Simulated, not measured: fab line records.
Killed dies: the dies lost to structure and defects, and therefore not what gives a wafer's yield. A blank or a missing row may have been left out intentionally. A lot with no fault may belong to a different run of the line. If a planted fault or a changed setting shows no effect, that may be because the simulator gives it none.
Matching of chambers ; flow nand harc ; NHARC_A_M1_PRE_CLEAN_32 on pecvd-04 has 3 sister chambers
The step time 12 s. 3 wafers are shown with their chamber, then 12 later ones without.

## WAFERS, EACH WITH ITS CHAMBER
wafer;chamber;heater power w (W)
L091.4;2;565
L091.5;1;645
L091.6;0;598

## WAFERS WHOSE CHAMBER IS MISSING
wafer;heater power w (W)
L092.3;569
L092.4;630
L092.6;590
L093.1;636
L093.3;555
L093.4;566
L094.4;513
L094.5;505
L094.6;604
L097.1;600
L097.3;545
L097.6;548

## WHICH CHAMBER EACH WENT THROUGH
wafer;from the rows above;in truth
L092.3;can't be placed: 2 or 0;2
L092.4;can't be placed: 1 or 0 or 2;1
L092.6;can't be placed: 0 or 2 or 1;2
L093.1;can't be placed: 1 or 0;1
L093.3;can't be placed: 2 or 0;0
L093.4;can't be placed: 2 or 0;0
L094.4;can't be placed: 2 or 0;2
L094.5;can't be placed: 2 or 0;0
L094.6;can't be placed: 0 or 2 or 1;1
L097.1;can't be placed: 0 or 2 or 1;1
L097.3;can't be placed: 2 or 0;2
L097.6;can't be placed: 2 or 0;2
Placed correctly: 0 of 12. Cannot be placed on the basis of these rows: 12; the candidates contain the true chamber in 12. Wrongly placed: 0.
How it was worked out, from the rows above alone: a wafer's distance from a chamber is the root of the sum, over the readings, of the square of ((its reading less the chamber's mean) divided by the reading's scatter). If the next closest chamber is less than 2 further off than the closest, the wafer can't be placed; otherwise it belongs to the closest. For every chamber, the mean is computed from those of its wafers that are shown. The scatter: with one shown wafer a chamber, the root of the mean of the squares of how far each hidden wafer lies from its nearest shown one.
